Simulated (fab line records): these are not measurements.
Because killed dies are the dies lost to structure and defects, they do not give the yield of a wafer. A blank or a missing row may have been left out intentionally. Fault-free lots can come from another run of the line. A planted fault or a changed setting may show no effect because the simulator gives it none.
What tool caused it? | flow nand harc | 14 lots with 41 wafers sampled at 2 steps, on a route of 1302 steps

== WHAT EACH GAUGE READ, for each wafer ==
NHARC_P_ZERO_WELL_CD_MEAS_52 targets a cd of 2000 nm.
lot  | measured     | on        | cd nm (nm)
L614 | day 2 01:41  | cd sem-01 | 1998.7 1997.7 1997.5
L615 | day 2 11:47  | cd sem-01 | 2001.9 2000.7 2000.7
L616 | day 2 21:55  | cd sem-01 | 2000.0 2002.1 2001.0
L617 | day 3 07:46  | cd sem-02 | 1999.1 1999.5 1997.5
L619 | day 4 03:44  | cd sem-01 | 1997.7 1999.8 1998.1
L620 | day 4 13:49  | cd sem-01 | 1998.6 1998.2 1999.9
L621 | day 4 23:52  | cd sem-01 | 2000.5 1998.5 1998.5
L622 | day 5 10:28  | cd sem-03 | 2002.6 2000.2 2002.1
L624 | day 6 05:58  | cd sem-02 | 2002.1 2001.1 2000.9
L625 | day 6 15:46  | cd sem-01 | 2000.1 2001.5 2001.7
L632 | day 9 13:52  | cd sem-02 | 1997.3 1997.8
L635 | day 10 19:43 | cd sem-01 | 2000.3 2000.3 2000.4
L636 | day 11 05:47 | cd sem-02 | 2000.6 2003.1 2002.6
L637 | day 11 15:44 | cd sem-02 | 2000.2 2000.5 1999.1

== WHICH TOOL RAN EACH LOT (tool, then ch and the chambers of the sampled wafers, then the start) ==
lot  | NHARC_P_ZERO_WELL_ETCH_63
L614 | rie si-03 ch 0,2,3, day 1 21:37
L615 | rie si-03 ch 0,1,3, day 2 07:42
L616 | rie si-05 ch 0,2,3, day 2 17:43
L617 | rie si-02 ch 0,2, day 3 03:40
L619 | rie si-03 ch 1,2, day 3 23:40
L620 | rie si-03 ch 0,1,2, day 4 09:46
L621 | rie si-05 ch 0,3, day 4 19:37
L622 | rie si-03 ch 0,1, day 5 06:16
L624 | rie si-05 ch 0,2, day 6 01:43
L625 | rie si-02 ch 0,1,2, day 6 11:40
L632 | rie si-03 ch 0,2, day 9 09:41
L635 | rie si-03 ch 1,3, day 10 15:44
L636 | rie si-02 ch 0,2, day 11 01:40
L637 | rie si-03 ch 2,3, day 11 11:40
- NHARC_P_ZERO_WELL_ETCH_63: etches the open film in HBr/Cl2, target depth 120 nm, time 40.1 s.

== AS READ BY THE TOOLS THEMSELVES (means over the sampled wafers that have a number; for cases with no such wafer, the mark the record gives instead) ==
NHARC_P_ZERO_WELL_ETCH_63.
lot  | tool      | drypump motor current A (A) | oes product au (a.u.) | throttle valve pct (%)
L614 | rie si-03 | 5.7                         | 0.999                 | 26.399
L615 | rie si-03 | 6.0                         | 0.998                 | 26.407
L616 | rie si-05 | 5.4                         | 0.995                 | 26.419
L617 | rie si-02 | 5.9                         | 1.010                 | 26.403
L619 | rie si-03 | 5.9                         | 0.996                 | 26.403
L620 | rie si-03 | 5.7                         | 1.005                 | 26.404
L621 | rie si-05 | 5.3                         | 0.999                 | 26.412
L622 | rie si-03 | 5.9                         | 1.004                 | 26.407
L624 | rie si-05 | 5.5                         | 1.005                 | 26.405
L625 | rie si-02 | 6.1                         | 1.007                 | 26.410
L632 | rie si-03 | 5.5                         | 1.004                 | 26.404
L635 | rie si-03 | 6.1                         | 0.988                 | 26.418
L636 | rie si-02 | 6.2                         | 1.005                 | 26.406
L637 | rie si-03 | 5.6                         | 1.000                 | 26.395

== THE ANSWER, worked out from the rows above alone ==
Rule: usual is defined by the lots themselves. Put in order of their means at a reading, lots are off if they are a third of the lots or fewer, leave a main group of 4 or more, and stand apart from it by a gap of 3 or more times the standard deviation of the main group's means; of several such gaps the widest counts. A main group whose means are all the same, to the digits that the tables above print for the reading, isn't used. Also off: a lot with no number at a reading for which 4 or more lots have one. Any other lot the step has rows for is counted as sound. After the gauges, taken in route order, come the tools' own readings; for these a lot's mean is taken, as printed above. The first step at which some lot is off is used, and at that step the reading that is off furthest; a lot without a number counts as furthest.
No lot is off on any of the readings shown, so nothing can be concluded from this.

== WHAT THE SIMULATOR PUT IN ==
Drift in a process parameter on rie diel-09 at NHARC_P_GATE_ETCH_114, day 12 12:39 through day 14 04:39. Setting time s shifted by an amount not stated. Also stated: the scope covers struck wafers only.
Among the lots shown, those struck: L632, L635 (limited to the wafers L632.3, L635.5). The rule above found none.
